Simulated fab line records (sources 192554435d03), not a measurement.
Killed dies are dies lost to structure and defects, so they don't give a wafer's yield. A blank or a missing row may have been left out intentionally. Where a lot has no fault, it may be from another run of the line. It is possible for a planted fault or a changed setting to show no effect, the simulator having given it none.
Chamber matching / flow n5-finfet / N5_BEOL_M15_ILD_DEP_00 on pecvd-01: 3 sister chambers
The step deposits SiO2 from TEOS/O2, target thk 1629.3 nm, time 346.1 s. 3 wafers are shown with their chamber, then 9 later ones without.

WAFERS WITH THEIR CHAMBER
wafer=L081.4; chamber=0; throttle-valve-pct (%)=19.5
wafer=L086.1; chamber=2; throttle-valve-pct (%)=17.3
wafer=L086.5; chamber=1; throttle-valve-pct (%)=18.7

WAFERS MISSING THEIR CHAMBER
wafer=L087.2; throttle-valve-pct (%)=19.2
wafer=L087.5; throttle-valve-pct (%)=18.0
wafer=L087.6; throttle-valve-pct (%)=19.4
wafer=L097.4; throttle-valve-pct (%)=17.7
wafer=L097.5; throttle-valve-pct (%)=19.4
wafer=L097.6; throttle-valve-pct (%)=18.5
wafer=L096.1; throttle-valve-pct (%)=18.3
wafer=L096.5; throttle-valve-pct (%)=19.3
wafer=L096.6; throttle-valve-pct (%)=18.0

THE CHAMBER EACH PASSED THROUGH
wafer=L087.2; from the rows above=can't be placed: 0 or 1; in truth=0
wafer=L087.5; from the rows above=can't be placed: 1 or 2 or 0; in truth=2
wafer=L087.6; from the rows above=can't be placed: 0 or 1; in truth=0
wafer=L097.4; from the rows above=can't be placed: 2 or 1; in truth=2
wafer=L097.5; from the rows above=can't be placed: 0 or 1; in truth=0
wafer=L097.6; from the rows above=can't be placed: 1 or 0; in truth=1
wafer=L096.1; from the rows above=can't be placed: 1 or 2 or 0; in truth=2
wafer=L096.5; from the rows above=can't be placed: 0 or 1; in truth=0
wafer=L096.6; from the rows above=can't be placed: 1 or 2 or 0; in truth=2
Placed correctly: 0 of 9. Not placeable from these rows: 9 (in 9, the candidates include the true chamber). Number placed wrongly: 0.
How it was worked out, from the rows above alone: a wafer's distance from a chamber is the root of the sum, over the readings, of the square of ((its reading less the chamber's mean) divided by the reading's scatter). If the next closest chamber is less than 2 further off than the closest, the wafer can't be placed; otherwise it belongs to the closest. A chamber's mean is the mean of its shown wafers. The scatter (one wafer shown for each chamber): square how far every hidden wafer sits from the nearest shown wafer, average those squares and take the square root.
